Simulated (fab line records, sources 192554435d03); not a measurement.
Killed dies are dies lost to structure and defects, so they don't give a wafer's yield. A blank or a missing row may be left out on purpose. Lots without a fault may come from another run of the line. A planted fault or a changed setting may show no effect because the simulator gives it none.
Which tool did it? | flow n5_finfet | 24 lots, 72 wafers sampled, at 6 steps of a route of 1938

WHAT THE GAUGES READ, wafer by wafer
N5_BEOL_M13_OVL_MEAS_11. Usual: V12_OVL -2 nm, standard deviation 4.6.
lot  | measured     | on         | V12_OVL (nm) | flag
L074 | day 11 21:14 | overlay-02 | -4 1 1       |
L075 | day 12 05:36 | overlay-02 | 1 0 -8       |
L077 | day 12 09:44 | overlay-02 | -10 -1 -10   |
L076 | day 12 10:34 | overlay-02 | -9 -3 2      |
L078 | day 12 14:15 | overlay-02 | -6 -3 -6     |
L080 | day 12 22:56 | overlay-01 | -6 1 -1      |
L081 | day 13 10:17 | overlay-02 | 3 1 -4       |
L079 | day 13 22:19 | overlay-01 | -9 -2 -9     |
L082 | day 14 04:36 | overlay-01 | -2 -2 2      |
L083 | day 14 05:11 | overlay-02 | -7 -4 -13    |
L084 | day 14 13:04 | overlay-02 | 6 3 -3       |
L087 | day 14 18:23 | overlay-02 | -14 -7 1     |
L085 | day 15 07:35 | overlay-01 | 5 -1 3       |
L088 | day 15 07:59 | overlay-01 | -1 4 -5      |
L089 | day 15 16:40 | overlay-01 | -3 1 1       |
L086 | day 15 17:55 | overlay-01 | -8 -4 -9     |
L091 | day 15 18:11 | overlay-01 | 1 6 0        |
L092 | day 16 16:03 | overlay-01 | -9 0 -7      |
L090 | day 16 20:24 | overlay-02 | -3 -1 -5     |
L093 | day 16 22:52 | overlay-01 | 2 -2 1       |
L095 | day 17 01:53 | overlay-02 | -9 -4 -2     |
L094 | day 17 18:04 | overlay-02 | 2 1 0        |
L096 | day 18 02:35 | overlay-01 | -8 -13 -8    |
L097 | day 18 09:11 | overlay-02 | -5 -3 2      |

N5_BEOL_M13_INSPECT_12: inspects for defects (macro). Usual: raw_defect_count 2.1, standard deviation 1.4.
lot  | measured     | on                | raw_defect_count | flag
L074 | day 11 21:15 | defect_inspect-02 | 1 1 2            |
L075 | day 12 05:38 | defect_inspect-02 | 2 2 3            |
L077 | day 12 09:46 | defect_inspect-01 | 3 0 3            |
L076 | day 12 10:35 | defect_inspect-01 | 2 1 3            |
L078 | day 12 14:16 | defect_inspect-01 | 2 0 3            |
L080 | day 12 22:58 | defect_inspect-01 | 0 0 1            |
L081 | day 13 10:19 | defect_inspect-02 | 2 2 2            |
L079 | day 13 22:20 | defect_inspect-01 | 5 3 7            |
L082 | day 14 04:37 | defect_inspect-02 | 6 2 2            |
L083 | day 14 05:12 | defect_inspect-02 | 2 1 1            |
L084 | day 14 13:05 | defect_inspect-01 | 2 2 1            |
L087 | day 14 18:25 | defect_inspect-01 | 3 2 1            |
L085 | day 15 07:37 | defect_inspect-01 | 2 1 1            |
L088 | day 15 08:01 | defect_inspect-02 | 1 1 4            |
L089 | day 15 16:50 | defect_inspect-02 | 5 1 0            |
L086 | day 15 17:56 | defect_inspect-02 | 3 3 4            |
L091 | day 15 18:13 | defect_inspect-02 | 5 3 2            |
L092 | day 16 16:05 | defect_inspect-02 | 2 1 1            |
L090 | day 16 20:25 | defect_inspect-01 | 3 7 2            |
L093 | day 16 22:53 | defect_inspect-02 | 2 0 0            |
L095 | day 17 01:55 | defect_inspect-02 | 2 3 2            |
L094 | day 17 18:06 | defect_inspect-01 | 2 2 2            |
L096 | day 18 02:37 | defect_inspect-01 | 3 3 3            |
L097 | day 18 09:13 | defect_inspect-01 | 1 2 2            |

N5_BEOL_M13_INSPECT_30: inspects for defects (macro). Usual: raw_defect_count 1.9, standard deviation 1.3.
lot  | measured     | on                | raw_defect_count | flag
L074 | day 11 22:29 | defect_inspect-02 | 3 1 1            |
L075 | day 12 06:50 | defect_inspect-02 | 1 2 2            |
L077 | day 12 10:50 | defect_inspect-02 | 0 2 2            |
L076 | day 12 11:39 | defect_inspect-02 | 1 2 1            |
L078 | day 12 15:19 | defect_inspect-02 | 2 3 3            |
L080 | day 13 00:02 | defect_inspect-02 | 2 5 3            |
L081 | day 13 11:28 | defect_inspect-01 | 3 0 3            |
L079 | day 13 23:17 | defect_inspect-02 | 2 2 5            |
L082 | day 14 05:40 | defect_inspect-01 | 2 0 2            |
L083 | day 14 06:24 | defect_inspect-02 | 7 2 2            |
L084 | day 14 14:02 | defect_inspect-01 | 3 1 0            |
L087 | day 14 19:25 | defect_inspect-02 | 1 3 6            |
L085 | day 15 08:41 | defect_inspect-01 | 1 4 3            |
L088 | day 15 08:58 | defect_inspect-02 | 0 2 2            |
L089 | day 15 17:54 | defect_inspect-02 | 1 3 1            |
L086 | day 15 19:11 | defect_inspect-02 | 1 2 2            |
L091 | day 15 19:22 | defect_inspect-02 | 1 5 3            |
L092 | day 16 17:08 | defect_inspect-01 | 1 1 3            |
L090 | day 16 21:22 | defect_inspect-02 | 1 2 4            |
L093 | day 16 23:52 | defect_inspect-01 | 3 1 2            |
L095 | day 17 03:11 | defect_inspect-01 | 2 2 1            |
L094 | day 17 21:07 | defect_inspect-01 | 1 3 2            |
L096 | day 18 03:41 | defect_inspect-02 | 0 3 2            |
L097 | day 18 10:37 | defect_inspect-02 | 1 1 5            |

WHICH TOOL RAN EACH LOT (tool, then ch and the chambers of the sampled wafers, then the start)
lot  | N5_BEOL_M12_CMP_49            | N5_BEOL_M13_ILD_DEP_00          | N5_BEOL_M13_DESCUM_15
L074 | cmp-02 ch 0,1,2, day 11 20:15 | pecvd-03 ch 0,1,2, day 11 20:41 | rie_diel-04 ch 0,3, day 11 21:18
L075 | cmp-01 ch 0,1,3, day 12 04:30 | pecvd-02 ch 0,1,2, day 12 04:59 | rie_diel-04 ch 0,2,3, day 12 05:55
L077 | cmp-02 ch 0,1,2, day 12 08:47 | pecvd-03 ch 0,1,2, day 12 09:16 | rie_diel-04 ch 0,1,3, day 12 09:48
L076 | cmp-03 ch 0,1,2, day 12 09:38 | pecvd-04 ch 0,1,2, day 12 10:05 | rie_diel-04 ch 0,1,2, day 12 10:37
L078 | cmp-01 ch 1,3, day 12 13:11   | pecvd-03 ch 0,1, day 12 13:38   | rie_diel-05 ch 1,2,3, day 12 14:24
L080 | cmp-01 ch 0,1,2, day 12 22:03 | pecvd-04 ch 0,1,2, day 12 22:28 | rie_diel-04 ch 0,1,3, day 12 23:00
L081 | cmp-02 ch 0,1,3, day 13 09:19 | pecvd-02 ch 0,2, day 13 09:48   | rie_diel-06 ch 0,1, day 13 10:26
L079 | cmp-01 ch 0,2,3, day 13 21:25 | pecvd-04 ch 0,1, day 13 21:50   | rie_diel-06 ch 1,3, day 13 22:22
L082 | cmp-01 ch 0,1,2, day 14 03:36 | pecvd-02 ch 0,1, day 14 04:07   | rie_diel-04 ch 1,2,3, day 14 04:46
L083 | cmp-03 ch 0,1, day 14 04:04   | pecvd-04 ch 0,2, day 14 04:34   | rie_diel-05 ch 1,2,3, day 14 05:22
L084 | cmp-03 ch 0,1, day 14 12:01   | pecvd-04 ch 0,2, day 14 12:28   | rie_diel-06 ch 0,1,2, day 14 13:07
L087 | cmp-03 ch 2,3, day 14 17:19   | pecvd-02 ch 0,2, day 14 17:47   | rie_diel-05 ch 1,2,3, day 14 18:29
L085 | cmp-02 ch 0,1, day 15 06:26   | pecvd-03 ch 1,2, day 15 06:59   | rie_diel-06 ch 0,1, day 15 07:39
L088 | cmp-02 ch 0,1,2, day 15 06:52 | pecvd-02 ch 1,2, day 15 07:23   | rie_diel-04 ch 1,2,3, day 15 08:03
L089 | cmp-03 ch 0,1,2, day 15 15:36 | pecvd-04 ch 0, day 15 16:01     | rie_diel-04 ch 0,2, day 15 16:52
L086 | cmp-01 ch 0,1,2, day 15 16:54 | pecvd-02 ch 1,2, day 15 17:18   | rie_diel-05 ch 0,2,3, day 15 18:10
L091 | cmp-02 ch 0,1, day 15 17:02   | pecvd-03 ch 1,2, day 15 17:34   | rie_diel-04 ch 1,2,3, day 15 18:15
L092 | cmp-02 ch 0,3, day 16 14:57   | pecvd-02 ch 0,2, day 16 15:26   | rie_diel-04 ch 0,2,3, day 16 16:07
L090 | cmp-01 ch 0,1,3, day 16 19:28 | pecvd-04 ch 1,2, day 16 19:55   | rie_diel-04 ch 0,1,3, day 16 20:27
L093 | cmp-01 ch 0,3, day 16 21:46   | pecvd-02 ch 1,2, day 16 22:15   | rie_diel-04 ch 0,1,2, day 16 22:58
L095 | cmp-01 ch 1,2, day 17 00:50   | pecvd-02 ch 2, day 17 01:21     | rie_diel-05 ch 0,3, day 17 02:10
L094 | cmp-02 ch 0,3, day 17 17:05   | pecvd-03 ch 1,2, day 17 17:35   | rie_diel-06 ch 0,1,3, day 17 18:13
L096 | cmp-02 ch 0,1,3, day 18 01:31 | pecvd-02 ch 0,2, day 18 01:58   | rie_diel-04 ch 0,2, day 18 02:38
L097 | cmp-01 ch 0,2, day 18 08:13   | pecvd-03 ch 0,1,2, day 18 08:42 | rie_diel-05 ch 0,3, day 18 09:35
- N5_BEOL_M12_CMP_49: polishes, stops on SiOC, t overpolish 20.6 s, target thk 320 nm.
- N5_BEOL_M13_ILD_DEP_00: deposits SiOC from DEMS/O2, target thk 837.92 nm, time 166.4 s.
- N5_BEOL_M13_DESCUM_15: chemistry O2, time 7.9 s.

WHAT THE TOOLS THEMSELVES READ (means of the sampled wafers that have a number; where no wafer has one, the mark that the record gives instead)
N5_BEOL_M12_CMP_49. Usual: barrier_field_endpoint_s 30.1 s, standard deviation 0.61; motor_current_A 6.0 A, standard deviation 0.56; overpolish_run_s 20.599 s, standard deviation 0.0086.
lot  | tool   | barrier_field_endpoint_s (s) | motor_current_A (A) | overpolish_run_s (s) | flag
L074 | cmp-02 | 29.8                         | 5.9                 | 20.602               |
L075 | cmp-01 | 30.8                         | 5.7                 | 20.594               |
L077 | cmp-02 | 29.5                         | 6.0                 | 20.601               |
L076 | cmp-03 | 30.1                         | 6.3                 | 20.594               |
L078 | cmp-01 | 30.9                         | 6.3                 | 20.592               |
L080 | cmp-01 | 30.5                         | 5.6                 | 20.610               |
L081 | cmp-02 | 30.3                         | 5.8                 | 20.593               |
L079 | cmp-01 | 29.5                         | 6.2                 | 20.605               |
L082 | cmp-01 | 29.4                         | 5.5                 | 20.597               |
L083 | cmp-03 | 30.1                         | 6.5                 | 20.596               |
L084 | cmp-03 | 29.1                         | 6.7                 | 20.603               |
L087 | cmp-03 | 29.5                         | 5.4                 | 20.595               |
L085 | cmp-02 | 30.3                         | 6.1                 | 20.598               |
L088 | cmp-02 | 30.4                         | 5.8                 | 20.603               |
L089 | cmp-03 | 30.4                         | 6.3                 | 20.603               |
L086 | cmp-01 | 29.9                         | 5.9                 | 20.604               |
L091 | cmp-02 | 30.6                         | 6.0                 | 20.598               |
L092 | cmp-02 | 30.6                         | 6.4                 | 20.597               |
L090 | cmp-01 | 30.2                         | 6.1                 | 20.597               |
L093 | cmp-01 | 30.0                         | 6.0                 | 20.598               |
L095 | cmp-01 | 30.9                         | 5.6                 | 20.599               |
L094 | cmp-02 | 30.5                         | 6.2                 | 20.596               |
L096 | cmp-02 | 30.8                         | 6.0                 | 20.592               |
L097 | cmp-01 | 29.5                         | 5.8                 | 20.601               |

N5_BEOL_M13_ILD_DEP_00. Usual: heater_power_w 475 W, standard deviation 65; showerhead_plenum_p_Torr 5.690 Torr, standard deviation 0.017; throttle_valve_pct 11.8 %, standard deviation 0.6.
lot  | tool     | heater_power_w (W) | showerhead_plenum_p_Torr (Torr) | throttle_valve_pct (%) | flag
L074 | pecvd-03 | 454                | 5.688                           | 11.1                   |
L075 | pecvd-02 | 453                | 5.696                           | 12.4                   |
L077 | pecvd-03 | 414                | 5.676                           | 11.3                   |
L076 | pecvd-04 | 471                | 5.681                           | 11.7                   |
L078 | pecvd-03 | 423                | 5.694                           | 11.8                   |
L080 | pecvd-04 | 439                | 5.701                           | 11.6                   |
L081 | pecvd-02 | 490                | 5.695                           | 11.8                   |
L079 | pecvd-04 | 454                | 5.699                           | 12.1                   |
L082 | pecvd-02 | 504                | 5.703                           | 12.5                   |
L083 | pecvd-04 | 544                | 5.687                           | 11.2                   |
L084 | pecvd-04 | 452                | 5.694                           | 11.3                   |
L087 | pecvd-02 | 494                | 5.701                           | 12.0                   |
L085 | pecvd-03 | 448                | 5.681                           | 11.3                   |
L088 | pecvd-02 | 467                | 5.688                           | 12.1                   |
L089 | pecvd-04 | 441                | 5.690                           | 11.4                   |
L086 | pecvd-02 | 467                | 5.684                           | 12.2                   |
L091 | pecvd-03 | 481                | 5.680                           | 11.4                   |
L092 | pecvd-02 | 520                | 5.704                           | 11.7                   |
L090 | pecvd-04 | 474                | 5.697                           | 12.0                   |
L093 | pecvd-02 | 487                | 5.686                           | 12.2                   |
L095 | pecvd-02 | 452                | 5.683                           | 12.0                   |
L094 | pecvd-03 | 519                | 5.688                           | 11.4                   |
L096 | pecvd-02 | 514                | 5.690                           | 12.0                   |
L097 | pecvd-03 | 444                | 5.676                           | 11.4                   |

N5_BEOL_M13_DESCUM_15. Usual: bias_power_w 20.00 W, standard deviation 0.056; chamber_pressure_mTorr 20.001 mTorr, standard deviation 0.017; drypump_motor_current_A 5.9 A, standard deviation 0.4; oes_product_au 0.78 a.u., standard deviation 0.079; rf_vpp_V 242.6 V, standard deviation 1.6; showerhead_plenum_p_Torr 2.05 Torr, standard deviation 0.086; throttle_valve_pct 20.46 %, standard deviation 0.24.
lot  | tool        | bias_power_w (W) | chamber_pressure_mTorr (mTorr) | drypump_motor_current_A (A) | oes_product_au (a.u.) | rf_vpp_V (V) | showerhead_plenum_p_Torr (Torr) | throttle_valve_pct (%) | flag
L074 | rie_diel-04 | 20.02            | 20.003                         | 6.2                         | 0.75                  | 241.9        | 1.95                            | 20.53                  |
L075 | rie_diel-04 | 19.99            | 19.994                         | 6.2                         | 0.80                  | 242.1        | 1.99                            | 20.35                  |
L077 | rie_diel-04 | 20.01            | 20.013                         | 5.9                         | 0.75                  | 241.0        | 1.98                            | 20.41                  |
L076 | rie_diel-04 | 20.05            | 19.999                         | 5.8                         | 0.80                  | 241.8        | 2.02                            | 20.24                  |
L078 | rie_diel-05 | 20.01            | 19.991                         | 5.5                         | 0.80                  | 243.9        | 2.16                            | 20.31                  |
L080 | rie_diel-04 | 19.97            | 20.005                         | 5.8                         | 0.75                  | 241.0        | 1.98                            | 20.43                  |
L081 | rie_diel-06 | 20.03            | 19.997                         | 6.1                         | 0.78                  | 243.7        | 2.10                            | 20.71                  |
L079 | rie_diel-06 | 20.05            | 19.982                         | 6.2                         | 0.81                  | 243.7        | 2.12                            | 20.71                  |
L082 | rie_diel-04 | 20.00            | 20.000                         | 5.9                         | 0.80                  | 242.4        | 1.99                            | 20.39                  |
L083 | rie_diel-05 | 20.00            | 20.008                         | 5.5                         | 0.79                  | 244.4        | 2.15                            | 20.32                  |
L084 | rie_diel-06 | 20.03            | 20.000                         | 6.2                         | 0.85                  | 243.8        | 2.12                            | 20.63                  |
L087 | rie_diel-05 | 19.92            | 19.994                         | 5.5                         | 0.78                  | 243.5        | 2.15                            | 20.33                  |
L085 | rie_diel-06 | 20.00            | 19.992                         | 6.2                         | 0.80                  | 243.3        | 2.11                            | 20.74                  |
L088 | rie_diel-04 | 20.03            | 20.001                         | 6.0                         | 0.79                  | 241.3        | 1.99                            | 20.39                  |
L089 | rie_diel-04 | 19.97            | 20.008                         | 6.0                         | 0.77                  | 241.3        | 2.01                            | 20.24                  |
L086 | rie_diel-05 | 19.99            | 19.995                         | 5.6                         | 0.77                  | 244.3        | 2.15                            | 20.52                  |
L091 | rie_diel-04 | 19.98            | 20.007                         | 5.9                         | 0.79                  | 242.5        | 1.99                            | 20.40                  |
L092 | rie_diel-04 | 19.94            | 20.002                         | 6.2                         | 0.77                  | 241.2        | 1.98                            | 20.39                  |
L090 | rie_diel-04 | 20.02            | 19.994                         | 5.9                         | 0.73                  | 242.1        | 1.97                            | 20.46                  |
L093 | rie_diel-04 | 19.98            | 20.005                         | 5.8                         | 0.77                  | 241.2        | 2.01                            | 20.28                  |
L095 | rie_diel-05 | 19.99            | 19.999                         | 5.8                         | 0.73                  | 244.6        | 2.16                            | 20.58                  |
L094 | rie_diel-06 | 19.98            | 19.999                         | 6.2                         | 0.75                  | 243.0        | 2.09                            | 20.77                  |
L096 | rie_diel-04 | 19.95            | 20.006                         | 6.0                         | 0.75                  | 241.3        | 2.01                            | 20.28                  |
L097 | rie_diel-05 | 20.04            | 20.002                         | 5.9                         | 0.93                  | 245.4        | 2.16                            | 20.33                  |

THE ANSWER, worked out from the rows above alone
Rule: a lot is off if the mean of its wafers that have a number lies more than 3 standard deviations from the usual mean. A lot without any number at a reading at which 4 lots or more have one is off too. The other lots that the step has rows for count as sound. The gauges are gone through in route order, then the tools' own readings, and for those a lot's mean is taken as printed above. The first step at which some lot is off is used, and at that step the reading that is off furthest; a lot without a number counts as furthest.
No lot is off at any reading shown: from this, nothing can be told.

WHAT THE SIMULATOR HAD PUT IN
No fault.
